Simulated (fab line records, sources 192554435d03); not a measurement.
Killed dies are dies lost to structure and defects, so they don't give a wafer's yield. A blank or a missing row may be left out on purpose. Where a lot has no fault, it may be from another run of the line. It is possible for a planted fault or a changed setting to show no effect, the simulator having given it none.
fab line records	flow n5Finfet
record: lots: 24	wafers: 72	lastDay: 18
route steps=1938 shown BEOL_M10@1524 BEOL_M11@1536 BEOL_M12@1650 BEOL_M13@1689
lots that met no fault: taken from a fault-free run of the same line
startH: hours from the record's opening day to when the first of the lot's shown wafers began	waitH: time in hours since the lot's previous step	" as in the row above	L1.1+2: one row covering several wafers at once	- no value, or no start was given	* or withheld: withheld	< > ~ a bound
route shown NAME@n: a module of which the file shows steps, and the number in the route of the first	usual: mean and standard deviation over wafers with no fault	same: alike in all rows	chamber/n: place in a boat	sites: the reading at each site	_std_site: their standard deviation	_edge_site: inner sites' mean taken away from outer sites' mean	radiusMm: for every site, how far away it sits from the centre of the wafer	mask NAME#n: copy n	behind: the last tool/chamber to shape the wafer	hold: why the lot was held/for how many hours/how that ended	device: names the non-switching transistor (n, p or np)	end of line: the tests these same wafers got at the end of their route	a step without rows: its recipe alone	killed: not the wafer's yield, but the dies lost to structure and defects at the first sort	map: the dies of a wafer, with x for killed, . for not killed, _ for no die there
set.NAME: setting as actually run; set.NAME@STEP: the setting as run at that earlier step	model.NAME: the simulator's own value behind a step, which no gauge read
steps of the route over a sample of lots; a table a step, a row a wafer
services: when a tool's chamber went out of use (startH, in hours from the record's first day, below 0 if earlier), for how many hours, and the reason
== steps ==
step: N5_BEOL_M10_ALD_74
recipe: material: TaN	targetThkA: 20	tempC: 275	aldPrecursorFamily: PDMAT	aldCoReactant: NH3	pressureTorr: 3	carrierFlowSccm: 1500	pulseTimeS: 2	purgeTimeS: 3	coReactantPurgeTimeS: 2	coReactantPulseTimeS: 3	aldCycles: 40	precursorVesselTempC: 75	precursorVesselPressureTorr: 26.25	precursorVesselCarrierSccm: 1000
usual: chamberPressureTorr: 3.000/0.0062	heaterPowerW: 416/38
lot.wafer	tool	chamber	startH	waitH	chamberPressureTorr	heaterPowerW
L075.2	aldMetal-04	0	238.50	0.1	3.003	441
L075.3	"	3	"	"	2.995	399
L075.5	"	3	"	"	3.004	386
L074.3	aldMetal-04	0	246.19	0.0	3.010	441
L074.4	"	3	"	"	3.008	394
L074.5	"	0	"	"	2.995	436
L076.1	aldMetal-01	0	246.37	0.1	2.993	364
L076.2	"	2	"	"	2.999	383
L076.4	"	3	"	"	2.978	416
L077.4	aldMetal-04	3	248.48	0.3	2.999	387
L077.5	"	2	"	"	3.004	456
L077.6	"	1	"	"	3.007	459
L078.2	aldMetal-01	1	263.86	0.0	3.005	412
L078.3	"	3	"	"	2.996	409
L078.6	"	1	"	"	3.007	421
L079.2	aldMetal-03	2	263.94	0.0	3.003	397
L079.3	"	3	"	"	3.003	499
L079.4	"	0	"	"	3.005	383
L080.2	aldMetal-01	2	267.02	0.0	2.998	375
L080.4	"	3	"	"	2.996	410
L080.5	"	0	"	"	2.988	369
L082.1	aldMetal-04	1	267.18	0.0	3.005	466
L082.2	"	0	"	"	2.993	437
L082.6	"	1	"	"	2.999	451
L081.2	aldMetal-04	2	274.86	0.0	3.002	465
L081.5	"	2	"	"	3.014	477
L081.6	"	3	"	"	2.994	396
L083.4	aldMetal-03	3	290.16	0.2	2.992	501
L083.5	"	2	"	"	2.997	396
L083.6	"	3	"	"	2.991	492
L086.1	aldMetal-04	2	309.96	0.0	2.997	470
L086.4	"	0	"	"	3.012	436
L086.6	"	2	"	"	2.995	463
L085.1	aldMetal-01	1	310.12	0.0	2.990	426
L085.4	"	0	"	"	3.001	382
L085.5	"	1	"	"	2.996	420
L084.2	aldMetal-03	3	310.64	0.0	3.007	488
L084.4	"	1	"	"	3.006	436
L084.6	"	0	"	"	2.990	379
L088.1	aldMetal-04	2	315.70	0.1	3.003	470
L088.3	"	0	"	"	2.995	435
L088.4	"	3	"	"	3.001	394
L089.4	aldMetal-03	1	316.37	0.0	2.999	442
L089.5	"	1	"	"	3.006	445
L089.6	"	0	"	"	2.998	385
L087.1	aldMetal-01	0	319.95	0.0	3.001	368
L087.2	"	1	"	"	2.995	422
L087.3	"	2	"	"	3.006	386
L091.1	aldMetal-01	3	325.76	0.1	3.008	412
L091.3	"	0	"	"	3.001	368
L091.6	"	2	"	"	3.000	385
L090.1	aldMetal-03	1	328.13	0.0	2.992	431
L090.2	"	2	"	"	2.990	388
L090.3	"	0	"	"	2.994	391
L092.1	aldMetal-01	3	332.74	0.1	2.997	398
L092.4	"	2	"	"	3.002	378
L092.5	"	0	"	"	2.996	366
L093.1	aldMetal-03	0	335.87	0.0	3.005	386
L093.4	"	3	"	"	3.000	489
L093.6	"	0	"	"	3.002	395
L094.2	aldMetal-01	0	358.35	0.1	2.998	374
L094.3	"	2	"	"	3.005	357
L094.6	"	0	"	"	3.004	361
L095.2	aldMetal-01	3	367.64	0.0	3.006	391
L095.4	"	1	"	"	2.996	400
L095.5	"	1	"	"	3.004	393
L097.2	aldMetal-04	0	368.81	0.0	3.003	443
L097.3	"	2	"	"	3.000	468
L097.5	"	1	"	"	2.995	447
L096.3	aldMetal-01	1	374.80	0.0	2.997	391
L096.4	"	0	"	"	2.999	371
L096.6	"	1	"	"	2.996	397
step: N5_BEOL_M11_ILD_DEP_00
recipe: material: SiCOH_lowk	targetThkA: 3085.1	tempC: 300	precursor: DEMS/porogen	pressureTorr: 5	rfW: 500	timeS: 58
usual: chamberPressureTorr: 5.000/0.011	heaterPowerW: 316/44	showerheadPlenumPTorr: 5.741/0.019	throttleValvePct: 13.8/0.74
lot.wafer	tool	chamber	startH	waitH	chamberPressureTorr	heaterPowerW	showerheadPlenumPTorr	throttleValvePct
L075.2	pecvd-04	1	241.98	0.0	5.010	296	5.768	13.8
L075.3	"	0	"	"	4.991	355	5.743	14.5
L075.5	"	1	"	"	5.033	308	5.752	13.8
L074.3	pecvd-03	1	247.98	0.0	5.002	330	5.773	14.3
L074.4	"	2	"	"	4.982	329	5.736	13.3
L074.5	"	1	"	"	4.997	261	5.762	14.2
L076.1	pecvd-01	0	248.51	0.0	4.982	336	5.740	13.4
L076.2	"	2	"	"	4.997	382	5.712	13.2
L076.4	"	1	"	"	5.004	282	5.709	15.0
L077.4	pecvd-01	0	251.50	0.1	5.001	316	5.737	13.5
L077.5	"	1	"	"	5.011	240	5.712	15.0
L077.6	"	2	"	"	4.999	389	5.727	13.3
L079.2	pecvd-04	0	265.73	0.0	5.003	375	5.741	14.6
L079.3	"	1	"	"	5.015	367	5.751	14.0
L079.4	"	2	"	"	5.002	256	5.739	12.5
L078.2	pecvd-01	0	265.83	0.0	4.995	287	5.729	13.3
L078.3	"	1	"	"	5.003	298	5.723	14.9
L078.6	"	0	"	"	4.998	294	5.729	13.6
L080.2	pecvd-01	2	270.33	0.0	4.986	395	5.733	13.0
L080.4	"	0	"	"	5.012	312	5.736	13.3
L080.5	"	2	"	"	5.009	407	5.716	13.3
L082.1	pecvd-03	0	270.41	0.0	4.994	292	5.752	14.2
L082.2	"	2	"	"	5.006	376	5.710	13.3
L082.6	"	2	"	"	5.014	304	5.745	13.3
L081.2	pecvd-04	0	277.02	0.0	5.005	379	5.747	14.5
L081.5	"	1	"	"	5.003	345	5.759	13.7
L081.6	"	0	"	"	5.013	395	5.743	14.7
L083.4	pecvd-03	1	293.90	0.1	4.993	343	5.749	14.0
L083.5	"	0	"	"	5.003	284	5.753	14.2
L083.6	"	2	"	"	4.986	342	5.730	13.4
L086.1	pecvd-01	0	311.57	0.0	4.995	346	5.737	13.4
L086.4	"	2	"	"	5.014	407	5.713	13.2
L086.6	"	0	"	"	4.999	278	5.739	13.2
L085.1	pecvd-04	2	311.84	0.0	4.992	241	5.751	12.4
L085.4	"	0	"	"	4.985	364	5.731	14.3
L085.5	"	2	"	"	4.999	258	5.747	12.2
L084.2	pecvd-01	0	312.25	0.0	4.990	304	5.740	13.0
L084.4	"	2	"	"	4.998	376	5.723	13.3
L084.6	"	0	"	"	5.001	323	5.728	13.3
L088.1	pecvd-03	1	317.66	0.0	5.009	289	5.762	14.2
L088.3	"	0	"	"	5.003	250	5.750	14.0
L088.4	"	1	"	"	5.004	298	5.755	13.8
L089.4	pecvd-03	1	318.10	0.1	4.989	294	5.778	14.0
L089.5	"	0	"	"	5.000	281	5.742	14.2
L089.6	"	2	"	"	4.980	381	5.722	13.5
L087.1	pecvd-04	1	321.63	0.0	5.000	343	5.777	13.6
L087.2	"	2	"	"	5.006	290	5.755	12.3
L087.3	"	0	"	"	4.977	316	5.731	14.3
L091.1	pecvd-03	2	327.53	0.0	5.010	306	5.736	13.4
L091.3	"	1	"	"	4.994	263	5.765	14.1
L091.6	"	0	"	"	4.990	246	5.744	14.2
L090.1	pecvd-01	2	330.16	0.0	4.994	382	5.725	13.2
L090.2	"	1	"	"	5.015	286	5.703	14.9
L090.3	"	0	"	"	5.014	307	5.718	13.5
L092.1	pecvd-01	1	334.36	0.0	5.010	286	5.720	14.9
L092.4	"	1	"	"	4.996	292	5.729	15.3
L092.5	"	0	"	"	5.015	310	5.727	13.3
L093.1	pecvd-04	0	337.45	0.0	5.008	374	5.743	14.5
L093.4	"	0	"	"	5.013	384	5.733	14.4
L093.6	"	1	"	"	5.010	283	5.758	13.8
L094.2	pecvd-03	1	360.38	0.0	4.998	319	5.754	14.0
L094.3	"	2	"	"	5.013	382	5.749	13.3
L094.6	"	1	"	"	4.985	327	5.750	14.0
L095.2	pecvd-04	0	369.50	0.0	5.001	314	5.750	14.2
L095.4	"	2	"	"	4.993	302	5.730	12.5
L095.5	"	1	"	"	4.991	340	5.758	13.8
L097.2	pecvd-03	2	370.82	0.0	4.996	335	5.740	13.4
L097.3	"	0	"	"	4.992	289	5.737	14.2
L097.5	"	0	"	"	5.001	290	5.748	14.4
L096.3	pecvd-04	0	376.55	0.0	4.990	379	5.743	14.4
L096.4	"	1	"	"	5.022	333	5.766	13.6
L096.6	"	0	"	"	4.996	306	5.741	14.4
step: N5_BEOL_M11_STRIP_36
recipe: chemistry: N2/H2	powerW: 450	tempC: 40	pressureMtorr: 20	rfFrequencyHz: 6e+07	overashFraction: 0.3	biasPowerW: 7	h2Frac: 0.5	n2FlowSccm: 200	h2FlowSccm: 200
usual: drypumpMotorCurrentA: 5.7/0.43	oesProductAu: 0.80/0.082	rfVppV: 59.0/2	showerheadPlenumPTorr: 2.50/0.092	throttleValvePct: 23.63/0.2
lot.wafer	tool	chamber	startH	waitH	drypumpMotorCurrentA	oesProductAu	rfHoursCounterH	rfVppV	showerheadPlenumPTorr	throttleValvePct
L075.2	rieDiel-03	3	246.59	0.0	6.3	0.78	123	62.2	2.66	23.46
L075.3	"	2	"	"	5.7	0.82	76	66.4	2.57	23.54
L075.5	"	3	"	"	6.3	0.79	-	57.9	2.66	23.42
L074.3	rieDiel-02	0	254.36	0.0	5.0	0.76	169	62.2	2.35	23.83
L074.4	"	2	"	"	5.8	0.67	247	56.3	2.51	23.66
L074.5	"	2	"	"	5.8	0.66	-	56.1	2.51	23.64
L076.1	rieDiel-02	2	254.82	0.0	5.8	0.67	247	58.2	2.51	23.67
L076.2	"	1	"	"	5.2	0.88	43	57.5	2.48	23.49
L076.4	"	0	"	"	5.0	0.75	169	60.3	2.35	23.82
L077.4	rieDiel-03	2	257.06	0.0	5.7	0.83	79	58.6	2.57	23.56
L077.5	"	0	"	"	5.4	0.70	-	59.1	2.51	24.23
L077.6	"	3	"	"	6.3	0.79	-	59.5	2.65	23.41
L079.2	rieDiel-02	3	272.88	0.0	5.4	0.70	189	58.7	2.52	23.54
L079.3	"	0	"	"	5.0	0.75	176	59.2	2.34	23.86
L079.4	"	1	"	"	5.2	0.86	-	58.7	2.48	23.50
L078.2	rieDiel-03	2	273.05	0.0	5.7	0.81	82	58.5	2.57	23.59
L078.3	"	3	"	"	6.3	0.76	129	60.4	2.65	23.46
L078.6	"	3	"	"	6.3	0.79	-	58.4	2.65	23.45
L082.1	rieDiel-04	1	282.00	0.0	6.2	0.76	128	58.0	2.55	23.60
L082.2	"	0	"	"	6.3	0.77	143	59.1	2.33	23.78
L082.6	"	0	"	"	6.4	0.75	-	61.1	2.33	23.78
L081.2	rieDiel-03	2	282.65	0.0	5.7	0.82	84	60.7	2.57	23.57
L081.5	"	3	"	"	6.3	0.78	-	56.9	2.65	23.47
L081.6	"	0	"	"	5.4	0.69	-	60.1	2.51	24.22
L080.2	rieDiel-02	3	282.71	0.0	5.4	0.72	192	59.2	2.52	23.56
L080.4	"	3	"	"	5.4	0.69	-	58.4	2.52	23.55
L080.5	"	0	"	"	5.0	0.75	-	57.0	2.34	23.83
L083.4	rieDiel-04	3	299.92	0.0	6.1	0.89	41	60.5	2.48	23.40
L083.5	"	2	"	"	5.5	0.88	-	60.8	2.58	23.54
L083.6	"	1	"	"	6.2	0.76	-	61.2	2.55	23.62
L086.1	rieDiel-04	0	314.65	0.0	6.3	0.74	154	54.6	2.32	23.76
L086.4	"	2	"	"	5.5	0.90	35	56.1	2.58	23.54
L086.6	"	3	"	"	6.0	0.88	-	61.2	2.47	23.42
L085.1	rieDiel-02	1	314.88	0.0	5.2	0.83	67	58.1	2.47	23.53
L085.4	"	2	"	"	5.8	0.97	11	57.4	2.50	23.52
L085.5	"	3	"	"	5.5	0.70	-	58.1	2.51	23.56
L084.2	rieDiel-04	1	315.21	0.0	6.2	0.78	139	58.5	2.55	23.64
L084.4	"	2	"	"	5.5	0.89	36	60.9	2.58	23.54
L084.6	"	2	"	"	5.5	0.89	-	60.7	2.58	23.52
L089.4	rieDiel-02	0	324.67	0.0	5.0	0.73	193	57.7	2.34	23.86
L089.5	"	2	"	"	5.8	0.95	-	56.7	2.50	23.56
L089.6	"	3	"	"	5.5	0.69	-	58.6	2.51	23.59
L088.1	rieDiel-02	1	325.13	0.0	5.2	0.85	69	59.9	2.47	23.50
L088.3	"	0	"	"	5.0	0.74	193	58.1	2.34	23.85
L088.4	"	2	"	"	5.8	0.94	13	57.5	2.50	23.53
L087.1	rieDiel-02	2	326.76	0.0	5.8	0.93	14	60.7	2.50	23.58
L087.2	"	3	"	"	5.5	0.70	206	61.4	2.51	23.59
L087.3	"	1	"	"	5.2	0.83	70	57.8	2.47	23.51
L091.1	rieDiel-04	3	331.38	0.0	6.0	0.90	51	58.8	2.47	23.44
L091.3	"	1	"	"	6.2	0.75	144	61.6	2.55	23.64
L091.6	"	0	"	"	6.4	0.75	-	59.8	2.32	23.75
L090.1	rieDiel-04	1	334.06	0.0	6.2	0.76	145	54.9	2.55	23.62
L090.2	"	3	"	"	6.1	0.85	52	59.2	2.47	23.46
L090.3	"	2	"	"	5.5	0.89	41	56.8	2.57	23.51
L092.1	rieDiel-02	2	337.82	0.0	5.8	0.94	16	59.5	2.50	23.53
L092.4	"	3	"	"	5.5	0.69	209	61.9	2.51	23.58
L092.5	"	2	"	"	5.7	0.93	-	58.8	2.50	23.56
L093.1	rieDiel-04	0	340.15	0.0	6.4	0.75	162	58.4	2.32	23.76
L093.4	"	3	"	"	6.1	0.87	54	59.1	2.47	23.45
L093.6	"	2	"	"	5.5	0.89	-	62.8	2.57	23.54
L094.2	rieDiel-04	2	365.62	0.0	5.5	0.88	51	59.6	2.57	23.56
L094.3	"	3	"	"	6.0	0.86	63	57.4	2.47	23.44
L094.6	"	0	"	"	6.4	0.73	-	54.9	2.32	23.81
L095.2	rieDiel-03	3	373.60	0.0	6.2	0.76	160	60.3	2.64	23.48
L095.4	"	2	"	"	5.7	0.77	114	59.3	2.55	23.62
L095.5	"	1	"	"	5.8	0.84	-	60.1	2.59	23.80
L097.2	rieDiel-02	2	377.40	0.0	5.8	0.93	28	59.4	2.50	23.57
L097.3	"	0	"	"	5.0	0.73	207	60.6	2.33	23.91
L097.5	"	2	"	"	5.8	0.90	-	58.9	2.49	23.58
L096.3	rieDiel-03	0	382.85	0.0	5.4	0.67	245	60.7	2.50	24.30
L096.4	"	2	"	"	5.7	0.78	117	59.5	2.55	23.62
L096.6	"	3	"	"	6.3	0.75	-	64.0	2.64	23.47
step: N5_BEOL_M12_SPUTTER_45
recipe: material: Cu	targetThkA: 800	tempC: -20	biasV: 60	powerW: 26000	chamberPressurePa: 0.13	timeS: 13.33
usual: throttleValvePct: 30.6/0.88
lot.wafer	tool	chamber	startH	waitH	throttleValvePct
L075.2	pvdSputter-01	-	255.45	0.0	30.6
L075.3	"	-	"	"	29.8
L075.5	"	-	"	"	30.2
L074.3	pvdSputter-01	-	264.14	0.0	29.9
L074.4	"	-	"	"	30.5
L074.5	"	-	"	"	30.6
L076.1	pvdSputter-02	-	264.24	0.0	29.6
L076.2	"	-	"	"	31.7
L076.4	"	-	"	"	32.4
L077.4	pvdSputter-03	-	264.51	0.0	31.7
L077.5	"	-	"	"	31.9
L077.6	"	-	"	"	30.6
L078.2	pvdSputter-01	-	280.13	0.0	29.8
L078.3	"	-	"	"	30.4
L078.6	"	-	"	"	29.7
L079.2	pvdSputter-01	-	280.45	0.0	29.8
L079.3	"	-	"	"	30.6
L079.4	"	-	"	"	30.7
L082.1	pvdSputter-03	-	293.80	0.0	31.5
L082.2	"	-	"	"	30.3
L082.6	"	-	"	"	31.5
L080.2	pvdSputter-01	-	296.97	0.0	29.5
L080.4	"	-	"	"	30.4
L080.5	"	-	"	"	30.4
L081.2	pvdSputter-03	-	298.26	0.0	30.5
L081.5	"	-	"	"	31.3
L081.6	"	-	"	"	30.4
L083.4	pvdSputter-03	-	312.09	0.0	31.8
L083.5	"	-	"	"	32.0
L083.6	"	-	"	"	30.9
L086.1	pvdSputter-03	-	320.25	0.0	30.7
L086.4	"	-	"	"	31.9
L086.6	"	-	"	"	30.6
L085.1	pvdSputter-02	-	325.64	0.0	29.5
L085.4	"	-	"	"	30.8
L085.5	"	-	"	"	30.7
L084.2	pvdSputter-01	-	326.58	0.0	29.8
L084.4	"	-	"	"	29.7
L084.6	"	-	"	"	30.4
L089.4	pvdSputter-03	-	333.93	0.0	31.9
L089.5	"	-	"	"	31.6
L089.6	"	-	"	"	30.7
L087.1	pvdSputter-01	-	335.19	0.0	30.5
L087.2	"	-	"	"	29.4
L087.3	"	-	"	"	29.7
L088.1	pvdSputter-01	-	337.63	0.0	30.1
L088.3	"	-	"	"	29.6
L088.4	"	-	"	"	29.6
L091.1	pvdSputter-02	-	338.22	0.0	30.5
L091.3	"	-	"	"	32.5
L091.6	"	-	"	"	31.3
L090.1	pvdSputter-02	-	340.90	0.0	32.3
L090.2	"	-	"	"	30.8
L090.3	"	-	"	"	31.2
L092.1	pvdSputter-02	-	345.53	0.0	31.3
L092.4	"	-	"	"	30.7
L092.5	"	-	"	"	30.7
L093.1	pvdSputter-02	-	346.61	0.0	32.5
L093.4	"	-	"	"	31.4
L093.6	"	-	"	"	29.5
L094.2	pvdSputter-02	-	373.23	0.0	31.3
L094.3	"	-	"	"	29.7
L094.6	"	-	"	"	29.6
L095.2	pvdSputter-01	-	379.76	0.0	30.0
L095.4	"	-	"	"	30.4
L095.5	"	-	"	"	30.4
L097.2	pvdSputter-02	-	384.12	0.0	31.5
L097.3	"	-	"	"	30.5
L097.5	"	-	"	"	32.3
L096.3	pvdSputter-01	-	389.89	0.0	30.1
L096.4	"	-	"	"	29.8
L096.6	"	-	"	"	30.4
step: N5_BEOL_M12_ANNEAL_48
recipe: tempC: 225	timeS: 90	ambient: N2
usual: wafer_temp_C_max: 226.5/0.66
lot.wafer	tool	chamber	startH	waitH	wafer_temp_C_max
L075.2	rtpAnneal-01	0	255.76	0.1	226.4
L075.3	"	0	"	"	226.6
L075.5	"	0	"	"	227.2
L074.3	rtpAnneal-01	0	264.51	0.2	227.1
L074.4	"	0	"	"	226.7
L074.5	"	0	"	"	227.1
L076.1	rtpAnneal-02	0	264.67	0.3	225.5
L076.2	"	0	"	"	226.0
L076.4	"	0	"	"	226.2
L077.4	rtpAnneal-01	0	264.90	0.2	227.7
L077.5	"	0	"	"	227.1
L077.6	"	0	"	"	227.0
L078.2	rtpAnneal-01	0	280.54	0.3	227.6
L078.3	"	0	"	"	227.3
L078.6	"	0	"	"	226.9
L079.2	rtpAnneal-01	0	280.99	0.4	227.6
L079.3	"	0	"	"	226.4
L079.4	"	0	"	"	227.3
L082.1	rtpAnneal-01	0	294.33	0.4	226.6
L082.2	"	0	"	"	227.2
L082.6	"	0	"	"	226.8
L080.2	rtpAnneal-02	0	297.28	0.1	226.0
L080.4	"	0	"	"	225.5
L080.5	"	0	"	"	225.9
L081.2	rtpAnneal-01	0	298.56	0.1	226.5
L081.5	"	0	"	"	227.9
L081.6	"	0	"	"	227.8
L083.4	rtpAnneal-01	0	312.48	0.2	227.0
L083.5	"	0	"	"	227.7
L083.6	"	0	"	"	226.5
L086.1	rtpAnneal-02	0	320.51	0.1	225.8
L086.4	"	0	"	"	225.6
L086.6	"	0	"	"	226.0
L085.1	rtpAnneal-02	0	325.94	0.1	225.6
L085.4	"	0	"	"	225.4
L085.5	"	0	"	"	225.9
L084.2	rtpAnneal-01	0	326.97	0.2	226.7
L084.4	"	0	"	"	226.6
L084.6	"	0	"	"	227.1
L089.4	rtpAnneal-01	0	334.59	0.5	227.0
L089.5	"	0	"	"	226.5
L089.6	"	0	"	"	227.1
L087.1	rtpAnneal-01	0	335.45	0.1	226.6
L087.2	"	0	"	"	227.0
L087.3	"	0	"	"	227.2
L088.1	rtpAnneal-01	0	338.78	1.0	226.9
L088.3	"	0	"	"	226.9
L088.4	"	0	"	"	226.6
L091.1	rtpAnneal-02	0	339.10	0.7	225.9
L091.3	"	0	"	"	225.5
L091.6	"	0	"	"	225.8
L090.1	rtpAnneal-01	0	341.30	0.3	226.5
L090.2	"	0	"	"	226.8
L090.3	"	0	"	"	227.5
L092.1	rtpAnneal-02	0	345.79	0.1	225.6
L092.4	"	0	"	"	226.0
L092.5	"	0	"	"	226.0
L093.1	rtpAnneal-02	0	347.57	0.8	225.6
L093.4	"	0	"	"	225.6
L093.6	"	0	"	"	225.9
L094.2	rtpAnneal-02	0	373.53	0.1	226.1
L094.3	"	0	"	"	225.9
L094.6	"	0	"	"	226.0
L095.2	rtpAnneal-01	0	380.07	0.1	226.9
L095.4	"	0	"	"	226.8
L095.5	"	0	"	"	226.9
L097.2	rtpAnneal-02	0	384.46	0.2	225.7
L097.3	"	0	"	"	225.6
L097.5	"	0	"	"	225.8
L096.3	rtpAnneal-02	0	390.49	0.4	225.8
L096.4	"	0	"	"	225.7
L096.6	"	0	"	"	226.0
step: N5_BEOL_M13_CD_MEAS_28
recipe: targetCdNm: 209.5	landingEnergyEv: 500	detector: seInlens
usual: cdNm: 209.5/1.2
lot.wafer	tool	chamber	startH	waitH	cdNm
L075.2	cdSem-03	0	258.13	-	209.4
L075.3	"	0	"	"	206.5
L075.5	"	0	"	"	209.9
L074.3	cdSem-03	0	266.92	-	209.9
L074.4	"	0	"	"	211.5
L074.5	"	0	"	"	211.4
L076.1	cdSem-02	0	267.09	-	209.9
L076.2	"	0	"	"	208.9
L076.4	"	0	"	"	207.6
L077.4	cdSem-03	0	267.37	-	207.8
L077.5	"	0	"	"	208.6
L077.6	"	0	"	"	208.5
L078.2	cdSem-01	0	282.68	-	207.7
L078.3	"	0	"	"	209.0
L078.6	"	0	"	"	206.8
L079.2	cdSem-02	0	283.77	-	210.2
L079.3	"	0	"	"	208.5
L079.4	"	0	"	"	209.6
L082.1	cdSem-02	0	296.72	-	210.4
L082.2	"	0	"	"	210.3
L082.6	"	0	"	"	209.9
L080.2	cdSem-02	0	300.08	-	209.4
L080.4	"	0	"	"	211.5
L080.5	"	0	"	"	210.3
L081.2	cdSem-01	0	301.13	-	210.3
L081.5	"	0	"	"	209.5
L081.6	"	0	"	"	210.2
L083.4	cdSem-01	0	314.66	-	210.8
L083.5	"	0	"	"	210.5
L083.6	"	0	"	"	210.6
L086.1	cdSem-03	0	323.17	-	210.9
L086.4	"	0	"	"	208.8
L086.6	"	0	"	"	208.6
L085.1	cdSem-02	0	328.42	-	209.5
L085.4	"	0	"	"	210.0
L085.5	"	0	"	"	209.0
L084.2	cdSem-03	0	329.14	-	208.5
L084.4	"	0	"	"	206.1
L084.6	"	0	"	"	209.8
L089.4	cdSem-03	0	336.78	-	208.8
L089.5	"	0	"	"	211.2
L089.6	"	0	"	"	211.3
L087.1	cdSem-03	0	337.77	-	209.5
L087.2	"	0	"	"	209.6
L087.3	"	0	"	"	210.1
L088.1	cdSem-01	0	341.10	-	210.5
L088.3	"	0	"	"	208.3
L088.4	"	0	"	"	210.1
L091.1	cdSem-03	0	341.41	-	206.9
L091.3	"	0	"	"	207.8
L091.6	"	0	"	"	207.2
L090.1	cdSem-02	0	343.91	-	207.9
L090.2	"	0	"	"	211.4
L090.3	"	0	"	"	212.1
L092.1	cdSem-01	0	348.22	-	209.2
L092.4	"	0	"	"	209.0
L092.5	"	0	"	"	207.0
L093.1	cdSem-01	0	349.75	-	210.2
L093.4	"	0	"	"	210.6
L093.6	"	0	"	"	210.2
L094.2	cdSem-03	0	375.79	-	211.6
L094.3	"	0	"	"	210.9
L094.6	"	0	"	"	210.9
L095.2	cdSem-01	0	382.35	-	207.7
L095.4	"	0	"	"	210.7
L095.5	"	0	"	"	209.6
L097.2	cdSem-01	0	386.86	-	209.1
L097.3	"	0	"	"	209.7
L097.5	"	0	"	"	209.6
L096.3	cdSem-03	0	392.84	-	209.5
L096.4	"	0	"	"	209.6
L096.6	"	0	"	"	210.0
== services ==
tool	chamber	startH	hours	kind
rieDiel-03	0	239.43	7.2	repair
pecvd-01	-	258.95	5.1	repair
rieDiel-02	0	259.82	6.2	repair
rieDiel-02	2	266.34	-	clean
rieDiel-02	2	266.34	-	consumableReplace:focusRing
rieDiel-02	2	266.34	18.4	scheduledDown
rieDiel-02	2	266.34	18.4	ventCycle
aldMetal-01	-	269.73	2.7	repair
rieDiel-04	2	277.56	5.6	repair
pecvd-04	1	287.77	1.9	repair
aldMetal-04	0	299.98	6.3	repair
rieDiel-03	3	325.77	3.3	repair
pecvd-04	-	326.25	2.8	pm
pecvd-04	2	329.76	6.5	repair
aldMetal-01	-	337.25	14.0	pm
aldMetal-01	0	337.25	14.0	ventCycle
aldMetal-01	1	337.25	14.0	ventCycle
aldMetal-01	2	337.25	14.0	ventCycle
aldMetal-01	3	337.25	14.0	ventCycle
aldMetal-01	0	351.25	-	clean
aldMetal-01	1	351.25	-	clean
pecvd-01	-	368.41	6.8	repair
aldMetal-01	0	373.13	1.5	repair
pecvd-04	-	382.54	0.4	repair
== key ==
fault none
